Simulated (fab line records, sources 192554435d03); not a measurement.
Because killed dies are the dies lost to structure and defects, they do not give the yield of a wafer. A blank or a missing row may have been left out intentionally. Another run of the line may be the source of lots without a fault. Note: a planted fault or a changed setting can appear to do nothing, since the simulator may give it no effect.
Which tool is to blame? | flow n5-finfet | Sampling: 10 lots, 29 wafers, 5 of 1938 route steps

## WHAT THE GAUGES SHOWED, per wafer
N5_FIN_SAQP_THK_MEAS_05. Usual: thk-nm reads 38.0 nm (standard deviation 0.65).
lot  | measured    | on            | thk-nm (nm)    | flag
L755 | day 1 20:21 | film-metro-02 | 37.5 38.7 37.4 |
L756 | day 2 03:10 | film-metro-01 | 37.3 38.4      |
L758 | day 2 15:04 | film-metro-01 | 36.7 37.3 37.3 |
L762 | day 3 16:04 | film-metro-01 | 37.4 38.4 37.5 |
L766 | day 4 15:11 | film-metro-02 | 37.3 37.0 38.3 |
L767 | day 4 21:56 | film-metro-02 | 38.4 38.8 37.7 |
L769 | day 5 08:33 | film-metro-01 | 37.7 37.6 37.6 |
L773 | day 6 09:43 | film-metro-02 | 37.5 38.2 39.3 |
L774 | day 6 15:22 | film-metro-02 | 38.1 37.3 38.2 |
L776 | day 7 03:29 | film-metro-02 | 36.7 37.6 39.4 |

N5_BEOL_M4_RC_MEAS_101. Usual: DIBL_N 36.1 mV/V, standard deviation 2.3; DIBL_P 36 mV/V, standard deviation 3.2; IOFF_N 0.16 nA/um, standard deviation 0.045; IOFF_P 0.21 nA/um, standard deviation 0.049; ION_N 674 uA/um, standard deviation 14; ION_P 462 uA/um, standard deviation 8.4; SS_N 71.6 mV/dec, standard deviation 0.83; SS_P 73.2 mV/dec, standard deviation 0.87; VT_N 249 mV, standard deviation 3.8; VT_P -250 mV, standard deviation 3.4.
lot  | measured     | on        | DIBL_N (mV/V)  | DIBL_P (mV/V) | IOFF_N (nA/um) | IOFF_P (nA/um) | ION_N (uA/um) | ION_P (uA/um) | SS_N (mV/dec)  | SS_P (mV/dec)  | VT_N (mV)   | VT_P (mV)      | flag
L755 | day 10 20:59 | prober-02 | 35.1 39.1 37.9 | 34 39 37      | 0.13 0.20 0.18 | 0.21 0.28 0.25 | 659 675 673   | 461 466 465   | 70.7 72.3 71.7 | 72.9 73.6 73.7 | 250 248 248 | -249 -246 -245 |
L756 | day 12 07:51 | prober-01 | 33.3 34.5      | 35 36         | 0.12 0.13      | 0.19 0.23      | 655 664       | 460 464       | 70.6 70.5      | 73.0 72.7      | 254 249     | -250 -244      |
L758 | day 11 20:04 | prober-01 | 39.1 38.2 36.7 | 42 40 39      | 0.22 0.20 0.19 | 0.29 0.26 0.26 | 686 679 695   | 468 465 481   | 72.3 72.0 71.3 | 74.4 73.7 73.7 | 246 248 244 | -246 -246 -246 |
L762 | day 13 23:03 | prober-02 | 37.8 42.2 36.9 | 38 44 37      | 0.18 0.31 0.17 | 0.23 0.34 0.22 | 684 692 694   | 470 471 468   | 72.6 73.7 71.5 | 73.9 76.2 73.5 | 251 243 246 | -250 -247 -250 |
L766 | day 14 05:34 | prober-02 | 35.8 35.1 37.7 | 34 34 37      | 0.12 0.13 0.16 | 0.21 0.20 0.25 | 652 662 675   | 457 464 465   | 71.0 71.3 71.9 | 73.4 71.6 73.4 | 254 251 251 | -251 -249 -247 |
L767 | day 13 09:17 | prober-02 | 34.9 35.4 34.2 | 35 33 33      | 0.13 0.13 0.11 | 0.20 0.17 0.15 | 682 662 648   | 472 458 444   | 71.0 71.3 70.2 | 73.2 72.0 72.0 | 253 251 257 | -250 -255 -256 |
L769 | day 15 11:49 | prober-02 | 36.9 38.7 39.8 | 34 37 37      | 0.16 0.19 0.22 | 0.20 0.24 0.24 | 689 693 688   | 470 472 465   | 70.9 71.8 71.8 | 72.9 74.2 73.6 | 249 243 243 | -247 -245 -247 |
L773 | day 15 19:40 | prober-02 | 36.0 34.3 38.8 | 35 33 39      | 0.16 0.15 0.24 | 0.22 0.20 0.29 | 669 670 688   | 460 459 464   | 71.3 71.2 72.0 | 72.8 72.3 73.4 | 248 248 243 | -247 -248 -247 |
L774 | day 17 04:29 | prober-01 | 35.1 36.6 35.3 | 37 38 37      | 0.15 0.19 0.15 | 0.23 0.23 0.21 | 659 682 665   | 460 457 454   | 71.3 72.4 71.9 | 73.8 73.2 73.4 | 250 248 252 | -250 -250 -250 |
L776 | day 17 04:50 | prober-02 | 40.9 40.3 39.2 | 44 43 41      | 0.28 0.30 0.26 | 0.38 0.36 0.31 | 686 695 685   | 469 472 464   | 73.0 72.4 72.8 | 75.4 74.8 75.0 | 241 239 243 | -241 -240 -243 |

## EACH LOT AND THE TOOL THAT RAN IT (in order: tool; ch and the chambers of the sampled wafers; start)
lot  | N5_WELL_APT_COAT_02              | N5_PMOS_HMC_CHANNEL_EPI_ETCH_38 | N5_FIN_SAQP_PECVD_47
L755 | litho-track-01 ch 0, day 1 13:18 | rie-si-04 ch 1,2, day 1 17:25   | pecvd-02 ch 0,2, day 1 20:23
L756 | litho-track-04 ch 0, day 1 19:20 | rie-si-04 ch 1,2, day 1 23:40   | pecvd-03 ch 0,1, day 2 03:12
L758 | litho-track-03 ch 0, day 2 07:43 | rie-si-02 ch 1,2, day 2 12:01   | pecvd-04 ch 0,2, day 2 15:07
L762 | litho-track-01 ch 0, day 3 07:25 | rie-si-02 ch 1,3, day 3 11:37   | pecvd-03 ch 1,2, day 3 16:05
L766 | litho-track-04 ch 0, day 4 07:17 | rie-si-05 ch 0,1,2, day 4 11:30 | pecvd-03 ch 1,2, day 4 15:13
L767 | litho-track-03 ch 0, day 4 13:17 | rie-si-04 ch 0,3, day 4 17:34   | pecvd-02 ch 0,1, day 4 21:58
L769 | litho-track-04 ch 0, day 5 01:17 | rie-si-02 ch 0,1,3, day 5 05:37 | pecvd-02 ch 0,2, day 5 08:35
L773 | litho-track-01 ch 0, day 6 01:25 | rie-si-02 ch 1,2,3, day 6 05:46 | pecvd-03 ch 0,2, day 6 09:46
L774 | litho-track-04 ch 0, day 6 07:54 | rie-si-05 ch 0,3, day 6 12:15   | pecvd-02 ch 0,1,2, day 6 15:25
L776 | litho-track-04 ch 0, day 6 19:25 | rie-si-02 ch 2,3, day 7 00:05   | pecvd-03 ch 1,2, day 7 03:32
- N5_WELL_APT_COAT_02: resist thk 950 nm.
- N5_PMOS_HMC_CHANNEL_EPI_ETCH_38: etches SiO2 in CF4, target depth 1.5 nm.
- N5_FIN_SAQP_PECVD_47: deposits a-Si from SiH4/He, target thk 45 nm, time 36.3 s.

## AS READ BY THE TOOLS THEMSELVES (means over the sampled wafers that have a number; for cases with no such wafer, the mark the record gives instead)
N5_WELL_APT_COAT_02. Usual: spin-speed-rpm reads 1357.1 rpm (standard deviation 0.98).
lot  | tool           | spin-speed-rpm (rpm) | flag
L755 | litho-track-01 | 1357.2               |
L756 | litho-track-04 | 1356.8               |
L758 | litho-track-03 | 1357.0               |
L762 | litho-track-01 | 1358.0               |
L766 | litho-track-04 | 1356.0               |
L767 | litho-track-03 | 1356.0               |
L769 | litho-track-04 | 1357.3               |
L773 | litho-track-01 | 1356.6               |
L774 | litho-track-04 | 1484.8               | OFF
L776 | litho-track-04 | 1485.1               | OFF

N5_PMOS_HMC_CHANNEL_EPI_ETCH_38. Usual: bias-w 400.2 W, standard deviation 1.2; drypump-motor-current-A 5.7 A, standard deviation 0.51; oes-product-au 0.991 a.u., standard deviation 0.028; throttle-valve-pct 21.80 %, standard deviation 0.29.
lot  | tool      | bias-w (W) | drypump-motor-current-A (A) | oes-product-au (a.u.) | throttle-valve-pct (%) | flag
L755 | rie-si-04 | 399.4      | 6.0                         | 0.991                 | 21.84                  |
L756 | rie-si-04 | 399.6      | 5.8                         | 0.996                 | 21.77                  |
L758 | rie-si-02 | 400.2      | 6.1                         | 1.024                 | 21.99                  |
L762 | rie-si-02 | 399.4      | 6.5                         | 1.009                 | 22.07                  |
L766 | rie-si-05 | 399.1      | 5.2                         | 0.977                 | 21.77                  |
L767 | rie-si-04 | 400.2      | 5.5                         | 0.968                 | 21.48                  |
L769 | rie-si-02 | 400.8      | 6.3                         | 1.014                 | 22.15                  |
L773 | rie-si-02 | 399.6      | 6.3                         | 1.020                 | 21.92                  |
L774 | rie-si-05 | 400.4      | 5.3                         | 0.990                 | 21.86                  |
L776 | rie-si-02 | 401.0      | 6.5                         | 1.001                 | 21.69                  |

N5_FIN_SAQP_PECVD_47. Usual: heater-power-w 853 W, standard deviation 70; showerhead-plenum-p-Torr 5.66 Torr, standard deviation 0.046; throttle-valve-pct 18.3 %, standard deviation 1.2.
lot  | tool     | heater-power-w (W) | showerhead-plenum-p-Torr (Torr) | throttle-valve-pct (%) | flag
L755 | pecvd-02 | 867                | 5.63                            | 16.8                   |
L756 | pecvd-03 | 760                | 5.68                            | 18.8                   |
L758 | pecvd-04 | 923                | 5.65                            | 18.4                   |
L762 | pecvd-03 | 874                | 5.61                            | 18.2                   |
L766 | pecvd-03 | 849                | 5.61                            | 18.0                   |
L767 | pecvd-02 | 887                | 5.68                            | 18.2                   |
L769 | pecvd-02 | 767                | 5.64                            | 17.0                   |
L773 | pecvd-03 | 834                | 5.70                            | 18.4                   |
L774 | pecvd-02 | 822                | 5.65                            | 17.5                   |
L776 | pecvd-03 | 882                | 5.61                            | 18.1                   |

## THE ANSWER, worked out from the rows above alone
Rule: a lot is off if the mean of its wafers that have a number lies more than 3 standard deviations from the usual mean. Also off: a lot with no number at a reading for which 4 or more lots have one. Where the step has rows for the other lots, those lots are counted as sound. After the gauges, taken in route order, come the tools' own readings; for these a lot's mean is taken, as printed above. At the first step where some lot is off, the reading lying furthest off is the one used; lots without a number count as furthest.
Off: L774, L776 (N5_WELL_APT_COAT_02, spin-speed-rpm).
If a tool, at that step or one of the process steps before it, ran each lot that is off and ran no sound lot following the first of them, it fits. One fits: litho-track-04 at N5_WELL_APT_COAT_02. A fault onset in the window from L769 (day 5 01:17, its last sound lot) to L774 (day 6 07:54, its first lot off) fits.
On the lots that are off, the tool's own readings at N5_WELL_APT_COAT_02 differ by more than 5 times the standard deviation of the sound lots' means, which bears it out; spin-speed-rpm reads 1484.9 rpm there versus 1356.9 rpm on the sound lots.

## WHAT THE SIMULATOR PUT IN
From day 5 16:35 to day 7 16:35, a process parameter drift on litho-track-04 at N5_WELL_APT_COAT_02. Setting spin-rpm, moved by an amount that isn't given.
Struck lots among those shown: L774, L776. The same result came from the rule above.
